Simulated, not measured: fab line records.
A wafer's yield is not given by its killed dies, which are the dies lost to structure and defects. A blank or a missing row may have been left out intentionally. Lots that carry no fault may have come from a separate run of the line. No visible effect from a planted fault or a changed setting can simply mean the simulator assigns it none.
Matching of chambers | flow n5-finfet | N5_BEOL_M4_DEP_57 on pecvd-03 has 3 sister chambers
The step deposits SiCN from 3MS/NH3, target thk 8 nm, time 14 s. 6 wafers are shown with their chamber, then 8 later ones without.

## EACH WAFER AND ITS CHAMBER
wafer  | chamber | showerhead-plenum-p-Torr (Torr) | rf-fwd-power-W (W)
L083.2 | 0       | 3.691                           | 197.8
L083.6 | 0       | 3.695                           | 198.2
L085.2 | 2       | 3.691                           | 198.9
L085.5 | 1       | 3.675                           | 200.7
L085.6 | 2       | 3.692                           | 199.3
L091.2 | 1       | 3.671                           | 200.0

## WAFERS WHOSE CHAMBER IS MISSING
wafer  | showerhead-plenum-p-Torr (Torr) | rf-fwd-power-W (W)
L091.3 | 3.687                           | 199.7
L091.6 | 3.694                           | 199.5
L092.1 | 3.686                           | 200.8
L092.2 | 3.674                           | 199.9
L092.3 | 3.685                           | 198.4
L093.3 | 3.678                           | 200.1
L093.4 | 3.682                           | 197.2
L093.6 | 3.666                           | 199.7

## EACH ONE'S CHAMBER
wafer  | from the rows above     | in truth
L091.3 | 2                       | 2
L091.6 | 2                       | 2
L092.1 | can't be placed: 2 or 1 | 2
L092.2 | 1                       | 1
L092.3 | can't be placed: 2 or 0 | 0
L093.3 | 1                       | 1
L093.4 | can't be placed: 0 or 2 | 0
L093.6 | 1                       | 1
Placed correctly: 5 of 8. These rows do not allow placing 3 (true chamber among the candidates in 3). Placed wrongly: 0.
How it was worked out, from the rows above alone: a wafer's distance from a chamber is the root of the sum, over the readings, of the square of ((its reading less the chamber's mean) divided by the reading's scatter). If the next closest chamber is less than 2 further off than the closest, the wafer can't be placed; otherwise it belongs to the closest. For every chamber, the mean is computed from those of its wafers that are shown. The scatter is the square root of a quotient: the sum, over the shown wafers, of each reading's squared deviation from its chamber's mean, divided by wafers minus chambers.
